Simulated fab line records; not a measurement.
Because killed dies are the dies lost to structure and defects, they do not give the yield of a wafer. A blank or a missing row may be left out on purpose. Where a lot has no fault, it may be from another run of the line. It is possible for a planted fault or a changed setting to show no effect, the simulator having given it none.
A lot that was struck, set against a sound lot :: flow nand-harc :: 15 out of 1302 route steps
Sound: the wafers L656.2, L656.4, L656.5. Wafers struck: L667.2, L667.5, L667.6. Last of all comes the cause.
Per side, at each step with rows, come the tool, then ch with its chambers, and then its first start. Under that, the readings that differ: sound wafers :: struck wafers :: difference of the means :: sigmas: that difference in standard deviations of wafers without a fault.
alike: same words and numbers on both sides, and readings whose means sit less than 2 such deviations apart. not compared: any withheld reading, any reading some wafer has no value for, any bound like >300 that may hide the same value, and any number with overlapping values for which the record gives no deviation.
A row with sigmas, a row that says differs or no value, or rows on one side alone: a step with any of these is where the two part. Numbers that don't overlap but have no deviation are shown without sigmas and don't part them. A reading missing from all wafers of one side parts the sides only when that side holds two or more wafers.

first, 1 step without rows for these wafers: NHARC_A_ONON_D1_DEP_09 (target thk 1000 nm).
NHARC_A_ONON_D1_THK_MEAS_11: measures by ellipsometry.
  sound: film-metro-01 at day 12 09:54; struck: film-metro-01 at day 16 15:14
  alike: thk-nm
then, 1 step without rows for these wafers: NHARC_A_ONON_D1_DEP_12 (target thk 1000 nm).
NHARC_A_ONON_D1_THK_MEAS_14: measures by ellipsometry.
  sound: film-metro-01 at day 12 10:28; struck: film-metro-01 at day 16 15:48
  alike: thk-nm
then, 2 steps without rows for these wafers: NHARC_A_ONON_D1_ANNEAL_15 (time 3600 s); NHARC_A_ONON_D1_DEP_16 (target thk 1000 nm).
NHARC_A_ONON_D1_THK_MEAS_18: measures by ellipsometry.
  sound: film-metro-01 at day 12 18:34; struck: film-metro-01 at day 16 23:22
  alike: thk-nm
then, 1 step without rows for these wafers: NHARC_A_ONON_D1_DEP_19 (target thk 1000 nm).
NHARC_A_ONON_D1_THK_MEAS_21: measures by ellipsometry.
  sound: film-metro-01 at day 12 19:08; struck: film-metro-01 at day 16 23:56
reading: thk-nm (nm)
sound: 973 972 972
struck: 999 998 997
difference: +26
sigmas: +2
then, 1 step without rows for these wafers: NHARC_A_ONON_D1_DEP_22 (target thk 1000 nm).
NHARC_A_ONON_D1_THK_MEAS_24: measures by ellipsometry.
  sound: film-metro-01 at day 12 19:42; struck: film-metro-01 at day 17 00:30
  alike: thk-nm
NHARC_A_ONON_D1_DEP_25: target thk 1000 nm.
  sound on pecvd-onon-03 ch 0, day 12 19:49; struck on pecvd-onon-03 ch 0, day 17 00:37
  alike: nh3-flow-sccm
NHARC_A_ONON_D1_THK_MEAS_27: measures by ellipsometry.
  sound: film-metro-01 at day 12 20:16; struck: film-metro-01 at day 17 01:04
reading: thk-nm (nm)
sound: 1018 1017 1017
struck: 1816 1816 1817
difference: +799
sigmas: +96
then, 1 step without rows for these wafers: NHARC_A_ONON_D1_DEP_28 (target thk 1000 nm).
-- jump in the record: it breaks off in module A_ONON_D1 and resumes in module END (first step shown: number 1302 of the route), and 16 days separate the struck wafers' starts before and after --
NHARC_END_SORT_01:
  sound on prober-01 ch 0, day 28 22:53; struck on prober-01 ch 0, day 32 21:15
reading: killed-at-array
sound: 31
struck: 670 670 661
difference: +636
sigmas: +37

reading: killed-at-other
sound: 1
struck: 5 4 11
difference: +6
sigmas: +4

reading: killed-dies
sound: 35
struck: 677 677 677
difference: +642
sigmas: +36
  alike: killed-at-periphery, killed-open, killed-short

WHERE THEY PART
Earliest at NHARC_A_ONON_D1_THK_MEAS_21; latest, in this record, at NHARC_END_SORT_01.

WHY: what the simulator had put in
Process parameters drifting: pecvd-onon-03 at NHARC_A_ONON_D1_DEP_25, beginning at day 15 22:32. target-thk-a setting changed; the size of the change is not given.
